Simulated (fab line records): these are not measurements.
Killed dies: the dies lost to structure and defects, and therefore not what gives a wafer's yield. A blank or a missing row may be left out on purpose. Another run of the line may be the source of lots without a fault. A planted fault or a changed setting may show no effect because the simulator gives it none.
fab line records	flow nand_harc
record lots=13	wafers=39	last_day=33
route steps=1302 shown A_CONTACT@1041 END@1302
lots with no fault: from the same line, run without faults
start_h: the number of hours between the record's first day and the start of the first shown wafer of the lot	wait_h: time in hours since the lot's previous step	" unchanged from the row above	L1.1+2: several wafers, shown together as one row	- either no value or no given start	* or withheld: withheld	< > ~ a bound
route shown NAME@n: NAME is a module with steps in the file, n the number in the route of the first one	usual: the fault-free wafers' mean and standard deviation	same: alike in all rows	chamber/n: place in a boat	sites: each site's reading	_std_site: the values' standard deviation	_edge_site: mean of outer sites minus mean of inner sites	radius_mm: for every site, how far away it sits from the centre of the wafer	mask NAME#n: copy n	behind: tool/chamber where the wafer was last shaped	hold: why the lot was held/for how many hours/how that ended	device: whichever transistor did not switch (one of n, p or np)	end of line: at the end of the route, the tests of the same wafers	a step without rows: its recipe alone	killed: dies that structure and defects cost at the first sort, which is not the same as the wafer's yield	map: shows each die of a wafer: x if killed, . if not, _ if none is there
set.NAME: the setting that was run; set.NAME@STEP: the one run at that earlier step	model.NAME: the simulator's own value behind a step, which no gauge read
the route's steps for a sample of lots (tables are steps, rows are wafers)
services: when a tool's chamber went out of use (start_h, in hours from the record's first day, below 0 if earlier), for how many hours, and the reason
## steps
# step NHARC_A_CONTACT_INSPECT_71
# usual raw_defect_count=84/38
lot.wafer	tool	chamber	start_h	wait_h	raw_defect_count
L940.2	defect_inspect-01	-	504.66	0.0	18
L940.5	"	-	"	"	15
L940.6	"	-	"	"	14
L941.3	defect_inspect-01	-	510.67	0.0	136
L941.4	"	-	"	"	105
L941.6	"	-	"	"	99
L943.2	defect_inspect-01	-	526.62	0.0	123
L943.3	"	-	"	"	99
L943.5	"	-	"	"	108
L944.1	defect_inspect-02	-	527.83	0.0	17
L944.4	"	-	"	"	20
L944.5	"	-	"	"	23
L947.2	defect_inspect-01	-	577.27	0.0	112
L947.3	"	-	"	"	119
L947.5	"	-	"	"	126
L954.1	defect_inspect-02	-	650.03	0.0	112
L954.2	"	-	"	"	108
L954.5	"	-	"	"	112
L953.2	defect_inspect-02	-	650.06	0.0	73
L953.4	"	-	"	"	65
L953.6	"	-	"	"	78
L955.4	defect_inspect-01	-	659.09	0.0	105
L955.5	"	-	"	"	101
L955.6	"	-	"	"	92
L956.1	defect_inspect-01	-	665.71	0.0	118
L956.4	"	-	"	"	120
L956.5	"	-	"	"	119
L959.2	defect_inspect-01	-	681.99	0.0	65
L959.3	"	-	"	"	75
L959.6	"	-	"	"	61
L958.1	defect_inspect-02	-	686.42	0.0	68
L958.2	"	-	"	"	75
L958.6	"	-	"	"	63
L960.4	defect_inspect-01	-	713.34	0.0	103
L960.5	"	-	"	"	120
L960.6	"	-	"	"	116
L961.2	defect_inspect-01	-	723.31	0.0	112
L961.3	"	-	"	"	77
L961.6	"	-	"	"	92
# step NHARC_A_CONTACT_ETCH_129
# recipe source_w=withheld	pressure_mtorr=20	bias_v=3000	time_s=197	target_depth_a=19180	ar_flow_sccm=withheld	c4f8_flow_sccm=withheld	o2_flow_sccm=withheld	chemistry=C4F8/O2/Ar
# usual chamber_pressure_mTorr=20.001/0.018	oes_air_line_au=1.000/0.022
lot.wafer	tool	chamber	start_h	wait_h	chamber_pressure_mTorr	oes_air_line_au	rf_hours_counter_h
L940.2	har_cap_etch-02	0	507.26	0.1	19.972	0.993	86
L940.6	"	1	"	"	19.983	1.013	-
L940.5	"	0	"	"	20.010	0.969	-
L941.4	har_cap_etch-03	1	513.25	0.1	20.014	0.971	-
L941.3	"	0	"	"	19.994	0.988	-
L941.6	"	0	"	"	19.986	0.960	-
L943.2	har_cap_etch-02	1	529.16	0.1	19.976	0.983	90
L943.3	"	1	"	"	20.022	0.995	-
L943.5	"	0	"	"	20.024	1.019	-
L944.1	har_cap_etch-03	1	530.37	0.1	20.010	0.974	46
L944.4	"	1	"	"	20.001	0.998	-
L944.5	"	1	"	"	20.022	1.031	-
L947.2	har_cap_etch-02	0	579.83	0.1	19.991	1.013	99
L947.3	"	1	"	"	19.984	1.015	-
L947.5	"	0	"	"	20.009	0.992	-
L954.2	har_cap_etch-01	1	652.54	0.1	19.993	0.993	23
L954.1	"	0	"	"	20.026	0.963	23
L954.5	"	1	"	"	20.006	1.004	-
L953.2	har_cap_etch-02	1	655.95	0.1	20.014	1.021	111
L953.4	"	1	"	"	20.027	1.027	-
L953.6	"	1	"	"	19.997	1.023	-
L955.4	har_cap_etch-02	1	661.74	0.1	20.011	1.011	-
L955.6	"	1	"	"	20.005	1.021	-
L955.5	"	0	"	"	19.972	0.985	-
L956.1	har_cap_etch-01	1	668.22	0.1	19.989	1.000	26
L956.4	"	0	"	"	20.019	1.017	-
L956.5	"	0	"	"	20.004	0.992	-
L959.2	har_cap_etch-02	1	684.59	0.1	20.013	0.973	119
L959.3	"	0	"	"	20.005	0.995	-
L959.6	"	1	"	"	20.016	0.983	-
L958.2	har_cap_etch-03	0	689.19	0.2	19.996	0.969	73
L958.1	"	1	"	"	20.035	1.005	73
L958.6	"	0	"	"	19.999	0.994	-
L960.4	har_cap_etch-03	0	716.28	0.1	19.968	1.005	-
L960.5	"	0	"	"	20.027	1.010	-
L960.6	"	1	"	"	19.988	0.998	-
L961.2	har_cap_etch-03	0	725.84	0.1	19.970	0.999	78
L961.3	"	0	"	"	20.003	0.990	-
L961.6	"	0	"	"	19.966	1.023	-
# step NHARC_A_CONTACT_ETCH_130
# recipe source_w=withheld	pressure_mtorr=20	bias_v=3000	time_s=197	target_depth_a=19180	ar_flow_sccm=withheld	c4f8_flow_sccm=withheld	o2_flow_sccm=withheld	chemistry=C4F8/O2/Ar
# usual chamber_pressure_mTorr=20.001/0.017	oes_air_line_au=0.997/0.02
lot.wafer	tool	chamber	start_h	wait_h	chamber_pressure_mTorr	oes_air_line_au	rf_hours_counter_h
L940.2	har_cap_etch-02	0	507.43	0.1	19.984	0.982	86
L940.6	"	1	"	"	20.008	1.003	-
L940.5	"	0	"	"	20.003	0.975	-
L941.4	har_cap_etch-03	1	513.43	0.1	19.985	1.024	-
L941.3	"	0	"	"	19.984	0.978	-
L941.6	"	0	"	"	20.018	0.951	-
L943.2	har_cap_etch-02	1	529.34	0.1	20.012	0.986	90
L943.3	"	1	"	"	19.992	0.998	-
L943.5	"	0	"	"	20.021	1.013	-
L944.1	har_cap_etch-03	1	530.55	0.1	20.017	0.975	46
L944.4	"	1	"	"	19.981	0.997	-
L944.5	"	1	"	"	19.998	0.996	-
L947.2	har_cap_etch-02	0	580.00	0.1	20.020	0.966	99
L947.3	"	1	"	"	20.005	0.980	-
L947.5	"	0	"	"	20.007	0.998	-
L954.2	har_cap_etch-01	1	652.72	0.1	20.025	0.978	24
L954.1	"	0	"	"	20.033	1.032	24
L954.5	"	1	"	"	20.013	0.996	-
L953.2	har_cap_etch-02	1	656.13	0.1	-	-	-
L953.4	"	1	"	"	-	-	-
L953.6	"	1	"	"	-	-	-
L955.4	har_cap_etch-02	1	661.92	0.1	-	-	-
L955.6	"	1	"	"	-	-	-
L955.5	"	0	"	"	-	-	-
L956.1	har_cap_etch-01	1	668.39	0.1	19.990	1.023	27
L956.4	"	0	"	"	19.995	0.987	-
L956.5	"	0	"	"	19.970	0.977	-
L959.2	har_cap_etch-02	1	684.77	0.1	19.976	1.006	120
L959.3	"	0	"	"	20.014	0.982	-
L959.6	"	1	"	"	20.002	0.984	-
L958.2	har_cap_etch-03	0	689.37	0.1	19.982	1.045	73
L958.1	"	1	"	"	19.991	0.990	73
L958.6	"	0	"	"	20.005	0.978	-
L960.4	har_cap_etch-03	0	716.46	0.1	20.001	1.018	-
L960.5	"	0	"	"	20.007	1.013	-
L960.6	"	1	"	"	19.986	0.995	-
L961.2	har_cap_etch-03	0	726.01	0.1	20.004	0.999	78
L961.3	"	0	"	"	20.000	1.018	-
L961.6	"	0	"	"	19.999	0.972	-
# step NHARC_A_CONTACT_ETCH_133
# recipe source_w=withheld	pressure_mtorr=20	bias_v=400	time_s=374	target_depth_a=16100	ar_flow_sccm=withheld	c4f8_flow_sccm=11.5	o2_flow_sccm=7.2	chemistry=C4F8/O2/Ar
# usual chamber_pressure_mTorr=20.002/0.017	oes_air_line_au=0.997/0.021
lot.wafer	tool	chamber	start_h	wait_h	chamber_pressure_mTorr	oes_air_line_au	rf_hours_counter_h
L940.2	har_cap_etch-02	0	508.00	0.2	19.989	1.036	86
L940.6	"	1	"	"	19.987	0.995	-
L940.5	"	0	"	"	19.993	1.046	-
L941.4	har_cap_etch-03	1	514.04	0.2	20.006	0.993	-
L941.3	"	0	"	"	19.985	0.983	-
L941.6	"	0	"	"	20.001	1.016	-
L943.2	har_cap_etch-02	1	529.91	0.2	20.006	0.987	90
L943.3	"	1	"	"	20.031	0.985	-
L943.5	"	0	"	"	20.034	0.989	-
L944.1	har_cap_etch-03	1	531.08	0.1	20.001	1.022	46
L944.4	"	1	"	"	20.003	1.014	-
L944.5	"	1	"	"	20.005	0.992	-
L947.2	har_cap_etch-02	0	580.58	0.2	19.996	1.041	100
L947.3	"	1	"	"	20.031	0.979	-
L947.5	"	0	"	"	20.009	0.983	-
L954.2	har_cap_etch-01	1	653.25	0.1	19.989	0.977	24
L954.1	"	0	"	"	20.004	0.994	24
L954.5	"	1	"	"	20.048	1.026	-
L953.2	har_cap_etch-02	1	656.71	0.2	20.010	0.994	112
L953.4	"	1	"	"	20.018	1.027	-
L953.6	"	1	"	"	20.026	0.991	-
L955.4	har_cap_etch-02	1	662.54	0.2	20.014	1.024	-
L955.6	"	1	"	"	19.998	1.004	-
L955.5	"	0	"	"	19.989	1.004	-
L956.1	har_cap_etch-01	1	668.92	0.1	20.020	0.978	27
L956.4	"	0	"	"	19.998	1.000	-
L956.5	"	0	"	"	20.010	0.999	-
L959.2	har_cap_etch-02	1	685.30	0.1	20.013	0.979	120
L959.3	"	0	"	"	19.963	0.955	-
L959.6	"	1	"	"	19.990	0.978	-
L958.2	har_cap_etch-03	0	689.90	0.1	20.002	0.994	73
L958.1	"	1	"	"	20.004	0.986	73
L958.6	"	0	"	"	20.010	0.977	-
L960.4	har_cap_etch-03	0	717.07	0.2	19.996	1.010	-
L960.5	"	0	"	"	19.988	0.987	-
L960.6	"	1	"	"	19.988	0.989	-
L961.2	har_cap_etch-03	0	726.54	0.1	19.981	0.970	78
L961.3	"	0	"	"	19.993	0.974	-
L961.6	"	0	"	"	19.995	0.984	-
# step NHARC_END_SORT_01
# recipe temp_c=25
# usual killed_at_array=51/18	killed_at_other=1.0/1.2	killed_at_periphery=3.7/2.9	killed_dies=55/19	killed_open=3.5/1.9	killed_short=2.6/1.6
# same gross_dies=677
lot.wafer	tool	chamber	start_h	wait_h	killed_at_array	killed_at_other	killed_at_periphery	killed_dies	killed_open	killed_short
L953.2	prober-01	0	717.35	2.8	669	3	5	677	4	4
L953.4	prober-01	0	719.00	3.5	667	2	8	677	2	0
L953.6	prober-01	0	720.64	4.1	664	0	13	677	5	4
L955.4	prober-02	0	722.08	3.3	667	2	8	677	3	3
L955.5	prober-02	0	722.86	3.6	668	1	8	677	1	2
L955.6	prober-02	0	723.64	3.9	667	0	10	677	5	3
# killed by level:class
L953.2 A_CONTACT:area_etch=604 A_CHANNEL_HOLE_D1:chamber_film_flake=39 A_CONTACT:chamber_film_flake=6 A_SLIT:chamber_film_flake=5 THIN_TSV:chamber_film_flake=3 A_ONON_D1:geometric_particle:short=2 A_ONON_D2:geometric_particle:open=2 P_GATE:chamber_film_flake=2
L953.4 A_CONTACT:area_etch=622 A_CHANNEL_HOLE_D1:chamber_film_flake=28 P_GATE:chamber_film_flake=6 A_CONTACT:chamber_film_flake=6 A_STAIRCASE:chamber_film_flake=4 A_SLIT:chamber_film_flake=3 THIN_TSV:chamber_film_flake=2 P_M1:geometric_particle:open=1
L953.6 A_CONTACT:area_etch=602 A_CHANNEL_HOLE_D1:chamber_film_flake=37 P_GATE:chamber_film_flake=8 A_CONTACT:chamber_film_flake=6 A_CHANNEL_FILL_D1:chamber_film_flake=4 A_SLIT:chamber_film_flake=4 A_CHANNEL_FILL_D1:geometric_particle:short=2 P_ZERO_WELL:chamber_film_flake=2
L955.4 A_CONTACT:area_etch=594 A_CHANNEL_HOLE_D1:chamber_film_flake=28 A_CHANNEL_HOLE_D2:chamber_film_flake=21 A_CONTACT:chamber_film_flake=9 A_WL_FILL:chamber_film_flake=5 P_BONDPAD:chamber_film_flake=4 A_SLIT:chamber_film_flake=4 P_ZERO_WELL:chamber_film_flake=3
L955.5 A_CONTACT:area_etch=595 A_CHANNEL_HOLE_D1:chamber_film_flake=28 A_CHANNEL_HOLE_D2:chamber_film_flake=22 A_CONTACT:chamber_film_flake=10 A_SLIT:chamber_film_flake=4 A_STAIRCASE:chamber_film_flake=4 P_CONTACT:chamber_film_flake=3 P_ZERO_WELL:chamber_film_flake=2
L955.6 A_CONTACT:area_etch=618 A_CHANNEL_HOLE_D1:chamber_film_flake=20 A_CHANNEL_HOLE_D2:chamber_film_flake=8 A_SLIT:chamber_film_flake=5 A_CONTACT:chamber_film_flake=5 P_BONDPAD:chamber_film_flake=4 P_CONTACT:chamber_film_flake=3 A_STAIRCASE:chamber_film_flake=3
## services
tool	chamber	start_h	hours	kind
har_cap_etch-01	-	497.00	17.0	pm
har_cap_etch-01	0	497.00	17.0	vent_cycle
har_cap_etch-01	1	497.00	17.0	vent_cycle
har_cap_etch-01	0	514.00	-	clean
har_cap_etch-01	1	514.00	-	clean
har_cap_etch-02	-	704.55	3.0	repair
## key
first_sign step=NHARC_A_CONTACT_ETCH_130	reading=tool_record	direction=missing
effect step=NHARC_END_SORT_01	reading=killed_at_array	direction=up	sigmas=34	usual=51	struck=667
more_kills_born_at NHARC_A_CONTACT_ETCH_130@har_cap_etch-02=3635
met_at NHARC_A_CONTACT_ETCH_130
struck_lots L953,L955
later_rows_left_out L953.2,L953.4,L953.6,L955.4,L955.5,L955.6
tester_left_out L953,L955
not_acting_at NHARC_A_CONTACT_INSPECT_71,NHARC_A_CONTACT_ETCH_129,NHARC_A_CONTACT_ETCH_133
onset_between 580.00 656.13
fault kind=skipped_step_whole	tool=har_cap_etch-02	chamber=-	onset_h=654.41	steps=NHARC_A_CONTACT_ETCH_130	scope=struck_lots_only
# tester_left_out: of these lots the tester's yield and bins aren't shown, on N5 and GAA mostly nor the transistor test; their killed dies are dies lost to structure and defects alone, not to doping, threshold or leakage, so they don't give the yield
# later_rows_left_out: the simulator's readings of these wafers behind a module that went badly wrong aren't trusted and aren't shown, but for the sort
